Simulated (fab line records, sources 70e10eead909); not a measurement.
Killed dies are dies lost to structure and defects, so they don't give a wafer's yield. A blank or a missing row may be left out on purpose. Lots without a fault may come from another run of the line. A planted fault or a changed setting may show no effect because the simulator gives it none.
Chamber matching | flow nand_harc | NHARC_A_CHANNEL_FILL_D1_STRIP_28 on rie_diel-10: 4 sister chambers
The step strips in O2, time 20 s. 8 wafers are shown with their chamber, then 8 later ones without.

WAFERS WITH THEIR CHAMBER
wafer  | chamber | drypump_motor_current_A (A) | oes_product_au (a.u.)
L077.1 | 2       | 4.9                         | 0.991
L079.4 | 2       | 4.8                         | 0.994
L082.4 | 3       | 5.8                         | 0.980
L082.5 | 3       | 5.8                         | 0.982
L089.1 | 1       | 5.7                         | 1.022
L089.5 | 0       | 5.6                         | 1.021
L089.6 | 1       | 5.7                         | 1.017
L093.2 | 0       | 5.6                         | 1.010

WAFERS WITHOUT THEIR CHAMBER
wafer  | drypump_motor_current_A (A) | oes_product_au (a.u.)
L093.5 | 4.9                         | 0.987
L093.6 | 5.8                         | 0.986
L095.1 | 5.8                         | 1.034
L095.4 | 5.6                         | 1.006
L095.6 | 4.9                         | 1.002
L097.2 | 5.8                         | 1.022
L097.3 | 4.9                         | 1.000
L097.4 | 5.6                         | 1.000

WHICH CHAMBER EACH WENT THROUGH
wafer  | from the rows above     | in truth
L093.5 | 2                       | 2
L093.6 | 3                       | 3
L095.1 | 1                       | 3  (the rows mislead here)
L095.4 | 0                       | 0
L095.6 | 2                       | 2
L097.2 | 1                       | 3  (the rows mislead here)
L097.3 | 2                       | 2
L097.4 | can't be placed: 0 or 1 | 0
Placed correctly: 5 of 8. Can't be placed from these rows: 1 (the true chamber is among the candidates in 1). Placed wrongly: 2.
How it was worked out, from the rows above alone: a wafer's distance from a chamber is the root of the sum, over the readings, of the square of ((its reading less the chamber's mean) divided by the reading's scatter). The wafer belongs to the nearest chamber; if the next one is less than 2 further off, it can't be placed. A chamber's mean is the mean of its shown wafers. The scatter: the root of (the sum of the squares of (reading less its chamber's mean) over the shown wafers, divided by (wafers less chambers)).
